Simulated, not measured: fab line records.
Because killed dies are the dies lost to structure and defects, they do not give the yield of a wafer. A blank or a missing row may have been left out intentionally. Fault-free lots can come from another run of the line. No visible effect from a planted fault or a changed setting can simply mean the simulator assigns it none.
fab line records	flow n5-finfet
[record] lots = 7	wafers = 21
route steps=1938 shown BEOL_M9@1431 BEOL_M10@1494 BEOL_M11@1541
start-h: hours from the record's first day to the start of the lot's first wafer shown	wait-h: hours from the lot's prior step to this one	" repeats the value in the row above	L1.1+2: several wafers, shown together as one row	- no value, or no start given	* or withheld: withheld	< > ~ a bound
route shown NAME@n: NAME is a module with steps in the file, n the number in the route of the first one	usual: average and standard deviation across the fault-free wafers	same: alike in all rows	chamber/n: place in a boat	sites: per-site readings	_std_site: standard deviation of those values	_edge_site: mean of outer sites minus mean of inner sites	radius-mm: how far each site lies from the wafer's centre	mask NAME#n: copy n	behind: tool/chamber where the wafer was last shaped	hold: cause of the lot's hold/its duration in hours/its outcome	device: transistor that didn't switch, given as n, p or np	end of line: at the end of the route, the tests of the same wafers	a step with no rows: only its recipe	killed: dies lost to structure and defects at the first sort, not the wafer's yield	map: shows each die of a wafer: x if killed, . if not, _ if none is there
set.NAME: the setting the step ran with; set.NAME@STEP: the setting that earlier step ran with	model.NAME: the simulator's own value behind a step, which no gauge read
one table per step and one row per wafer, for lots whose settings were changed on purpose
[[steps]]
[step N5_BEOL_M9_EXPOSE_25]
[recipe] mask-id = V8	na = 0.33	source-shape = annular	sigma-inner = 0.4	sigma-outer = 0.8	polarization = unpolarized	dose-mj = 37.25
lot.wafer	tool	chamber	start-h	wait-h	mask	set.dose-mj
L075.3+5+6	euv-scanner-01	0	226.66	-	V8#0	37.25
L085.1+5+6	euv-scanner-02	0	307.31	-	V8#0	37.25
L088.2+4+6	euv-scanner-02	0	332.55	-	V8#0	37.25
L089.1+4	euv-scanner-02	0	334.29	-	V8#0	39.07
L089.6	"	0	"	"	V8#0	37.25
L096.2	euv-scanner-02	0	349.27	-	V8#0	34.64
L096.3+6	"	0	"	"	V8#0	37.25
L093.1+3	euv-scanner-02	0	349.59	-	V8#0	37.25
L093.6	"	0	"	"	V8#0	35.51
L095.2+5+6	euv-scanner-02	0	391.77	-	V8#0	37.25
[step N5_BEOL_M9_PEB_26]
[recipe] peb-temp-c = 100	peb-time-s = 60	resist = CAR-EUV
[step N5_BEOL_M9_DEVELOP_27]
[recipe] develop-time-s = 30	developer = TMAH	resist = CAR-EUV	rinse-liquid = surfactant-rinse	dry = air-spin	dev-temp-c = 23
[step N5_BEOL_M9_CD_MEAS_28]
[recipe] target-cd-nm = 70	landing-energy-ev = 500	detector = se-inlens	polarity = opening
[usual] cd-nm = 70.12/0.27
lot.wafer	tool	chamber	start-h	wait-h	set.dose-mj@BEOL_M9_EXPOSE_25	cd-nm
L075.3	cd-sem-02	0	226.78	-	37.25	69.82
L075.5	"	0	"	"	37.25	70.25
L075.6	"	0	"	"	37.25	70.20
L085.1	cd-sem-03	0	307.44	-	37.25	69.65
L085.5	"	0	"	"	37.25	69.80
L085.6	"	0	"	"	37.25	70.60
L088.2	cd-sem-02	0	332.67	-	37.25	70.25
L088.4	"	0	"	"	37.25	69.84
L088.6	"	0	"	"	37.25	70.09
L089.1	cd-sem-02	0	334.42	-	39.07	71.47
L089.4	"	0	"	"	39.07	71.00
L089.6	"	0	"	"	37.25	70.25
L096.2	cd-sem-03	0	349.39	-	34.64	68.18
L096.3	"	0	"	"	37.25	70.09
L096.6	"	0	"	"	37.25	70.45
L093.1	cd-sem-03	0	349.72	-	37.25	70.15
L093.3	"	0	"	"	37.25	70.06
L093.6	"	0	"	"	35.51	68.63
L095.2	cd-sem-03	0	391.89	-	37.25	69.93
L095.5	"	0	"	"	37.25	69.97
L095.6	"	0	"	"	37.25	70.21
[step N5_BEOL_M9_ETCH_66]
[recipe] chemistry = N2/H2	target = SOC	target-depth-a = 800	overetch-a = 160	mask-material = SiARC	temp-c = 40	time-s = 120	ion-energy-ev = 200	pressure-mtorr = 30	source-w = 840	bias-w = 150	n2-flow-sccm = 200	h2-flow-sccm = 200
[usual] rf-vpp-V = 524.3/3
lot.wafer	tool	chamber	start-h	wait-h	set.bias-w	rf-vpp-V	model.SiARC_of_BEOL_M9_COAT_64.thk-nm
L075.3	rie-diel-02	0	226.97	0.0	150	524.2	6.4
L075.5	"	2	"	"	150	526.1	6.4
L075.6	"	1	"	"	150	525.2	6.4
L085.1	rie-diel-06	1	307.64	0.0	150	528.0	6.4
L085.5	"	3	"	"	150	527.4	6.4
L085.6	"	2	"	"	150	517.5	6.4
L088.2	rie-diel-06	0	332.87	0.0	166.2	557.8	5.4
L088.4	"	1	"	"	150	528.2	6.4
L088.6	"	1	"	"	166.2	563.6	5.6
L089.1	rie-diel-02	1	334.71	0.0	150	526.1	6.4
L089.4	"	0	"	"	150	525.3	6.4
L089.6	"	1	"	"	150	526.2	6.4
L096.2	rie-diel-03	2	349.59	0.0	133.3	487.0	7
L096.3	"	1	"	"	133.3	487.4	7
L096.6	"	3	"	"	133.3	483.8	7.2
L093.1	rie-diel-06	3	350.19	0.0	150	526.6	6.4
L093.3	"	1	"	"	150	527.7	6.4
L093.6	"	3	"	"	131.6	486.1	7.4
L095.2	rie-diel-03	0	392.13	0.0	150	522.6	6.6
L095.5	"	1	"	"	150	524.4	6.4
L095.6	"	2	"	"	150	524.7	6.2
[step N5_BEOL_M9_STRIP_69]
[recipe] chemistry = N2/H2	temp-c = 40	n2-flow-sccm = 200	h2-flow-sccm = 200	rf-frequency-hz = 6e+07
[step N5_BEOL_M9_STRIP_77]
[recipe] chemistry = N2/H2	temp-c = 40	n2-flow-sccm = 200	h2-flow-sccm = 200	rf-frequency-hz = 6e+07
[step N5_BEOL_M9_STRIP_73]
[recipe] chemistry = C4F6/O2	resist = SiARC	rf-frequency-hz = 6e+07
[step N5_BEOL_M9_STRIP_36]
[recipe] chemistry = N2/H2	power-w = 450	temp-c = 40	pressure-mtorr = 20	rf-frequency-hz = 6e+07	overash-fraction = 0.3	bias-power-w = 7	h2-frac = 0.5	n2-flow-sccm = 200	h2-flow-sccm = 200
[step N5_BEOL_M9_TRENCH_ETCH_37]
[recipe] chemistry = C4F6/O2	target-depth-a = 1514.3	target = SiCOH_lowk	time-s = 49	ion-energy-ev = 250	pressure-mtorr = 30	source-w = 345	bias-w = 185	Ar_flow_sccm = 300	C4F6_flow_sccm = 10	O2_flow_sccm = 10
lot.wafer	tool	chamber	start-h	wait-h	set.target-thk-a@BEOL_M9_HM_DEP_02	model.TiN_of_BEOL_M9_HM_DEP_02.thk-nm
L075.3	rie-diel-02	0	-	-	182.6	14
L075.5	"	2	"	"	200	16
L075.6	"	1	"	"	200	15.8
L085.1	rie-diel-06	1	-	-	200	16.2
L085.5	"	3	"	"	200	16
L085.6	"	2	"	"	189	15
L088.2+4	rie-diel-06	0,1	-	-	200	16
L088.6	"	1	"	"	200	16.2
L089.1+4+6	rie-diel-02	1,0,1	-	-	220.1	17.8
L096.2	rie-diel-03	2	-	-	175.7	13.4
L096.3	"	1	"	"	175.7	13.2
L096.6	"	3	"	"	200	15.8
L093.1	rie-diel-06	3	-	-	200	15.6
L093.3+6	"	1,3	"	"	200	15.8
L095.2+5	rie-diel-03	0,1	-	-	200	16
L095.6	"	2	"	"	200	15.6
[step N5_BEOL_M10_COAT_63]
[recipe] resist = SOC	temp-c = 250	time-s = 60	spin-rpm = 1500	resist-thk-nm = 100
lot.wafer	tool	chamber	start-h	wait-h	set.spin-rpm	model.SOC_of_BEOL_M10_COAT_63.thk-nm
L075.3	litho-track-02	0	234.90	0.8	1381	104.4
L075.5+6	"	0	"	"	1381	104.2
L085.1	litho-track-05	0	315.76	3.3	1500	99.8
L085.5	"	0	"	"	1500	99.4
L085.6	"	0	"	"	1500	100
L089.1	litho-track-02	0	341.31	1.6	1500	100
L089.4	"	0	"	"	1356	105
L089.6	"	0	"	"	1500	99.8
L088.2+4	litho-track-05	0	342.31	5.0	1606	96.6
L088.6	"	0	"	"	1500	100
L096.2	litho-track-01	0	359.14	3.9	1401	102.6
L096.3	"	0	"	"	1401	103.2
L096.6	"	0	"	"	1500	99.6
L093.1	litho-track-05	0	359.26	2.3	1661	95.2
L093.3	"	0	"	"	1500	100
L093.6	"	0	"	"	1500	100.4
L095.2+5+6	litho-track-01	0	400.26	0.5	1500	100.4
[step N5_BEOL_M10_EXPOSE_25]
[recipe] mask-id = V9	na = 1.35	source-shape = annular	sigma-inner = 0.5	sigma-outer = 0.8	polarization = unpolarized	dose-mj = 85.5
lot.wafer	tool	chamber	start-h	wait-h	mask	set.dose-mj
L075.3	arfi-scanner-01	0	235.03	-	V9#0	82.51
L075.5+6	"	0	"	"	V9#0	85.5
L085.1+6	arfi-scanner-01	0	316.00	-	V9#0	88.76
L085.5	"	0	"	"	V9#0	85.5
L089.1+6	arfi-scanner-03	0	341.56	-	V9#0	85.5
L089.4	"	0	"	"	V9#0	89.68
L088.2+4	arfi-scanner-03	0	342.43	-	V9#0	89.13
L088.6	"	0	"	"	V9#0	85.5
L096.2+3+6	arfi-scanner-02	0	359.39	-	V9#0	85.5
L093.1+6	arfi-scanner-02	0	359.47	-	V9#0	89.52
L093.3	"	0	"	"	V9#0	85.5
L095.2+5+6	arfi-scanner-01	0	400.51	-	V9#0	85.5
[step N5_BEOL_M10_PEB_26]
[recipe] peb-temp-c = withheld	peb-time-s = 60	resist = CAR-ArF
[step N5_BEOL_M10_DEVELOP_27]
[recipe] develop-time-s = 30	developer = TMAH	resist = CAR-ArF	rinse-liquid = diw	dry = air-spin	dev-temp-c = 23
[step N5_BEOL_M10_CD_MEAS_28]
[recipe] target-cd-nm = 70	landing-energy-ev = 500	detector = se-inlens	polarity = opening
[usual] cd-nm = 69.7/0.71
lot.wafer	tool	chamber	start-h	wait-h	set.dose-mj@BEOL_M10_EXPOSE_25	cd-nm
L075.3	cd-sem-02	0	235.15	-	82.51	66.5
L075.5	"	0	"	"	85.5	69.7
L075.6	"	0	"	"	85.5	69.7
L085.1	cd-sem-03	0	316.13	-	88.76	72.4
L085.5	"	0	"	"	85.5	69.5
L085.6	"	0	"	"	88.76	72.8
L089.1	cd-sem-03	0	341.69	-	85.5	70.8
L089.4	"	0	"	"	89.68	74.2
L089.6	"	0	"	"	85.5	70.1
L088.2	cd-sem-03	0	342.56	-	89.13	73.1
L088.4	"	0	"	"	89.13	74.4
L088.6	"	0	"	"	85.5	70.2
L096.2	cd-sem-02	0	359.52	-	85.5	70.0
L096.3	"	0	"	"	85.5	69.8
L096.6	"	0	"	"	85.5	68.2
L093.1	cd-sem-03	0	359.60	-	89.52	74.5
L093.3	"	0	"	"	85.5	70.7
L093.6	"	0	"	"	89.52	75.6
L095.2	cd-sem-03	0	400.63	-	85.5	69.7
L095.5	"	0	"	"	85.5	70.0
L095.6	"	0	"	"	85.5	70.8
[step N5_BEOL_M10_DESCUM_33]
[recipe] chemistry = O2	time-s = 7.9	source-power-w = 50	bias-power-w = 20	pressure-mtorr = 20	rf-frequency-hz = 2.712e+07	temp-c = 40	resist = CAR-ArF	o2-flow-sccm = 225
[step N5_BEOL_M10_ETCH_65]
[recipe] chemistry = CF4	target = SiARC	target-depth-a = 390	mask-material = CAR-ArF	time-s = 65	ion-energy-ev = 80	pressure-mtorr = 40	source-w = 545	bias-w = 36	Ar_flow_sccm = 100	cf4-flow-sccm = 100	ends = cleared
[step N5_BEOL_M10_ETCH_66]
[recipe] chemistry = N2/H2	target = SOC	target-depth-a = 1200	overetch-a = 240	mask-material = SiARC	temp-c = 40	time-s = 180	ion-energy-ev = 200	pressure-mtorr = 30	source-w = 840	bias-w = 150	n2-flow-sccm = 200	h2-flow-sccm = 200
lot.wafer	tool	chamber	start-h	wait-h	set.spin-rpm@BEOL_M10_COAT_63	model.etch.depth-nm
L075.3	rie-diel-04	3	235.32	0.0	1381	104.4
L075.5+6	"	3,1	"	"	1381	104.1
L085.1	rie-diel-05	0	316.31	0.0	1500	99.79
L085.5	"	2	"	"	1500	99.48
L085.6	"	3	"	"	1500	100.1
L089.1	rie-diel-04	3	341.91	0.0	1500	99.98
L089.4	"	2	"	"	1356	105.1
L089.6	"	3	"	"	1500	99.77
L088.2	rie-diel-01	1	342.78	0.0	1606	96.56
L088.4	"	0	"	"	1606	96.7
L088.6	"	0	"	"	1500	100
L096.2	rie-diel-05	1	359.77	0.0	1401	102.7
L096.3	"	3	"	"	1401	103.1
L096.6	"	2	"	"	1500	99.62
L093.1	rie-diel-05	1	360.29	0.0	1661	95.17
L093.3	"	3	"	"	1500	100
L093.6	"	3	"	"	1500	100.4
L095.2+6	rie-diel-05	1,2	400.80	0.0	1500	100.3
L095.5	"	1	"	"	1500	100.4
[step N5_BEOL_M10_STRIP_69]
[recipe] chemistry = N2/H2	temp-c = 40	n2-flow-sccm = 200	h2-flow-sccm = 200	rf-frequency-hz = 6e+07
[step N5_BEOL_M10_VIA_ETCH_34]
[recipe] chemistry = C4F6/O2	target = SiCOH_lowk	target-depth-a = 1845	mask-material = SOC	taper-deg = 4	time-s = 69.2	ion-energy-ev = 250	pressure-mtorr = 30	source-w = 345	bias-w = 185	Ar_flow_sccm = 300	C4F6_flow_sccm = 10	O2_flow_sccm = 10
lot.wafer	tool	chamber	start-h	wait-h	set.spin-rpm@BEOL_M10_COAT_63	model.SOC_of_BEOL_M10_COAT_63.thk-nm
L075.3	rie-diel-04	3	235.45	0.0	1381	96.2
L075.5+6	"	3,1	"	"	1381	96
L085.1	rie-diel-05	0	316.43	0.0	1500	91.8
L085.5	"	2	"	"	1500	91.6
L085.6	"	3	"	"	1500	92
L089.1	rie-diel-04	3	342.03	0.0	1500	91.8
L089.4	"	2	"	"	1356	97.2
L089.6	"	3	"	"	1500	91.6
L088.2	rie-diel-01	1	342.90	0.0	1606	88.4
L088.4	"	0	"	"	1606	88.6
L088.6	"	0	"	"	1500	91.8
L096.2	rie-diel-05	1	359.89	0.0	1401	94.8
L096.3	"	3	"	"	1401	95.2
L096.6	"	2	"	"	1500	91.6
L093.1	rie-diel-05	1	360.41	0.0	1661	87.2
L093.3	"	3	"	"	1500	92
L093.6	"	3	"	"	1500	92.4
L095.2+6	rie-diel-05	1,2	400.93	0.0	1500	92.2
L095.5	"	1	"	"	1500	92.4
[step N5_BEOL_M11_COAT_59]
[recipe] resist = SOC	temp-c = 250	time-s = 60	spin-rpm = 1500	resist-thk-nm = 100
lot.wafer	tool	chamber	start-h	wait-h	set.spin-rpm	model.SOC_of_BEOL_M11_COAT_59.thk-nm
L075.3+6	litho-track-05	0	240.11	0.1	1500	100.2
L075.5	"	0	"	"	1657	95.4
L085.1	litho-track-04	0	320.87	0.1	1500	100
L085.5	"	0	"	"	1500	99.8
L085.6	"	0	"	"	1500	100.2
L089.1	litho-track-03	0	347.25	0.1	1557	97.8
L089.4	"	0	"	"	1500	99.4
L089.6	"	0	"	"	1500	99.6
L088.2+4+6	litho-track-03	0	347.55	0.1	1366	104.8
L096.2	litho-track-03	0	364.59	0.1	1426	102.8
L096.3	"	0	"	"	1500	100.4
L096.6	"	0	"	"	1426	102.6
L093.1	litho-track-04	0	369.08	0.1	1500	100
L093.3	"	0	"	"	1500	99.8
L093.6	"	0	"	"	1382	103.8
L095.2	litho-track-03	0	405.80	0.1	1500	100.2
L095.5	"	0	"	"	1500	100
L095.6	"	0	"	"	1500	99.8
[[key]]
[split] step = N5_BEOL_M9_EXPOSE_25	setting = dose-mj	stated = 37.25	by = wafer
[response] step = N5_BEOL_M9_CD_MEAS_28	reading = cd-nm	change = +0.278	per = 1%	r = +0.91
[split] step = N5_BEOL_M9_ETCH_66	setting = bias-w	stated = 150	by = wafer
[response] step = N5_BEOL_M9_ETCH_66	reading = rf-vpp-V	change = +3.2	per = 1%	r = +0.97
[response] step = N5_BEOL_M9_ETCH_66	reading = model.SiARC_of_BEOL_M9_COAT_64.thk-nm	change = -0.0823	per = 1%	r = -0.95
[split] step = N5_BEOL_M10_COAT_63	setting = spin-rpm	stated = 1500	by = wafer
[response] step = N5_BEOL_M10_COAT_63	reading = model.SOC_of_BEOL_M10_COAT_63.thk-nm	change = -0.493	per = 1%	r = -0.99
[response] step = N5_BEOL_M10_ETCH_66	reading = model.etch.depth-nm	change = -0.497	per = 1%	r = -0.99
[response] step = N5_BEOL_M10_VIA_ETCH_34	reading = model.SOC_of_BEOL_M10_COAT_63.thk-nm	change = -0.506	per = 1%	r = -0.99
[split] step = N5_BEOL_M10_EXPOSE_25	setting = dose-mj	stated = 85.5	by = wafer
[response] step = N5_BEOL_M10_CD_MEAS_28	reading = cd-nm	change = +0.854	per = 1%	r = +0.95
[split] step = N5_BEOL_M11_COAT_59	setting = spin-rpm	stated = 1500	by = wafer
[response] step = N5_BEOL_M11_COAT_59	reading = model.SOC_of_BEOL_M11_COAT_59.thk-nm	change = -0.47	per = 1%	r = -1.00
split outside-this-file step=N5_BEOL_M9_HM_DEP_02 setting=target-thk-a
// split outside-this-file: this setting was split too, and the file shows its column; the key of that split is in another file
